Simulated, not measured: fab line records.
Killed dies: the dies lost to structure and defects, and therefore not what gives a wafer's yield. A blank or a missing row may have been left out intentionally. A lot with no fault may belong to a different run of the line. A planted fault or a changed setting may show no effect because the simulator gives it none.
Matching of chambers	flow n5 finfet	3 sister chambers for N5_BEOL_M5_CO_CAP_78 on cvd co-02
The step material Co, precursor CCTBA/H2, target thk 2 nm, time 102.1 s. 6 wafers are shown with their chamber, then 12 later ones without.

## WAFERS, EACH WITH ITS CHAMBER
wafer	chamber	heater power w (W)
L083.5	0	234
L084.3	2	203
L084.6	2	202
L085.2	1	294
L085.5	1	302
L085.6	0	239

## WAFERS WITH NO CHAMBER GIVEN
wafer	heater power w (W)
L086.1	200
L086.3	238
L086.5	297
L093.3	201
L093.4	204
L093.6	312
L095.2	226
L095.3	202
L095.4	230
L097.3	195
L097.5	236
L097.6	203

## WHICH CHAMBER EACH ONE RAN IN
wafer	from the rows above	in truth
L086.1	2	2
L086.3	0	0
L086.5	1	1
L093.3	2	2
L093.4	2	2
L093.6	1	1
L095.2	0	0
L095.3	2	2
L095.4	0	0
L097.3	2	2
L097.5	0	0
L097.6	2	2
Placed correctly: 12 of 12. Left unplaced by these rows: 0. Wrongly placed: 0.
How it was worked out, from the rows above alone: a wafer's distance from a chamber is the root of the sum, over the readings, of the square of ((its reading less the chamber's mean) divided by the reading's scatter). If the next closest chamber is less than 2 further off than the closest, the wafer can't be placed; otherwise it belongs to the closest. For every chamber, the mean is computed from those of its wafers that are shown. How the scatter is found: for the shown wafers, subtract from each reading the mean of its chamber, square and add these, divide the total by (wafers less chambers), then take the root.
